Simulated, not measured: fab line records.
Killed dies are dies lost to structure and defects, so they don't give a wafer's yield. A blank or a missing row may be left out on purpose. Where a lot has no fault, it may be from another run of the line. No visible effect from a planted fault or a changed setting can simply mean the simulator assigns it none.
Split-lot trial | flow n5_finfet | 21 wafers read from 7 lots, route of 1938 steps

## THE SPLIT ITSELF
At N5_MIM_BOT_LITHO_EXPOSE_05 (exposes mask MIM BOT), the setting dose_mj was moved away from the recipe's 24.25 on 11 of the 21 wafers read, by -6.4% to +6.1%. For the rest of the wafers, this setting stayed at what the recipe calls for.

## FROM THE SPLIT TO THE READING: what the file shows between them, 3 steps
- N5_MIM_BOT_LITHO_PEB_06
- N5_MIM_BOT_LITHO_DEVELOP_07: develop time 60 s
- N5_MIM_BOT_LITHO_HARDBAKE_09: time 120 s

## THE READING
cd_nm at N5_MIM_BOT_LITHO_CD_MEAS_08, given in nm (cd target 3000 nm). A value of 3000.1 nm with a standard deviation of 2 nm is what fault-free wafers of this fab line usually give.

wafer  | tool, chamber at the split | dose_mj as run | against the recipe | cd_nm, nm | against lot-mates on the recipe
L078.1 | krf_scanner-01, 0          | 22.69          | -6.4%              | 2988.5    | -16.3
L078.2 | krf_scanner-01, 0          | 22.69          | -6.4%              | 2990.8    | -14.0
L078.6 | krf_scanner-01, 0          | 24.25          | recipe             | 3004.8    | -
L079.1 | krf_scanner-02, 0          | 24.75          | +2.1%              | 3004.9    | +5.3
L079.3 | krf_scanner-02, 0          | 24.25          | recipe             | 2998.6    | -
L079.5 | krf_scanner-02, 0          | 24.25          | recipe             | 3000.6    | -
L080.2 | krf_scanner-01, 0          | 25.73          | +6.1%              | 3005.8    | no lot-mate on the recipe
L080.3 | krf_scanner-01, 0          | 25.73          | +6.1%              | 3006.0    | no lot-mate on the recipe
L080.4 | krf_scanner-01, 0          | 25.73          | +6.1%              | 3007.5    | no lot-mate on the recipe
L082.2 | krf_scanner-02, 0          | 23.47          | -3.2%              | 2992.6    | -4.8
L082.5 | krf_scanner-02, 0          | 24.25          | recipe             | 2997.4    | -
L082.6 | krf_scanner-02, 0          | 23.47          | -3.2%              | 2990.9    | -6.5
L084.4 | krf_scanner-02, 0          | 25.44          | +4.9%              | 3008.9    | +6.8
L084.5 | krf_scanner-02, 0          | 24.25          | recipe             | 3001.4    | -
L084.6 | krf_scanner-02, 0          | 24.25          | recipe             | 3002.8    | -
L093.1 | krf_scanner-01, 0          | 24.25          | recipe             | 3002.5    | -
L093.3 | krf_scanner-01, 0          | 25.42          | +4.8%              | 3013.3    | +10.8
L093.4 | krf_scanner-01, 0          | 25.42          | +4.8%              | 3009.6    | +7.1
L097.1 | krf_scanner-01, 0          | 24.25          | recipe             | 2999.4    | -
L097.3 | krf_scanner-01, 0          | 24.25          | recipe             | 2999.6    | -
L097.6 | krf_scanner-01, 0          | 24.25          | recipe             | 3001.6    | -

FIT RESULTS
A straight line over all 21 wafers: cd_nm changes by +1.61 nm for each +1% of dose_mj; r = +0.91; the points scatter about the line by 2.8 nm.
The same after taking each lot's own level away (the mean of its wafers on the recipe; 18 wafers): +2.02 nm for each +1%; r = +0.98; scatter 1.5 nm.
That fit puts the effect of the largest move of dose_mj on the reading at 13 nm.
Measured against the standard deviation above, the lots' own levels, which go from 2997.40 to 3004.80 nm, span 3.7 times it.
Thus the slope moves with the lot-to-lot level: the two fits are different.
Check: with one of the wafers moved furthest among these (-6.4%) left out of the fit, the line predicts -12.2 nm for it against its lot-mates. It came out at -16.3 nm against them.

## FURTHER SPLITS ON THESE WAFERS
Before the reading, these wafers also passed through other splits. Each is held against what the fit with the lots' levels taken away leaves over:
other split on the same wafers         | wafers away from the commonest value | r with cd_nm (lot level and that fit taken away)
N5_BEOL_M12_VIA_ETCH_16 target_depth_a | 5                                    | +0.21
N5_BEOL_M13_EXPOSE_25 dose_mj          | 3                                    | +0.56
N5_BEOL_M14_COAT_04 spin_rpm           | 4                                    | -0.32
N5_BEOL_M15_COAT_22 spin_rpm           | 9                                    | -0.12
N5_BEOL_M15_EXPOSE_25 dose_mj          | 5                                    | +0.17

## FILE'S OWN FIT
cd_nm changes by +1.97 nm for each +1% of dose_mj, r = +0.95.
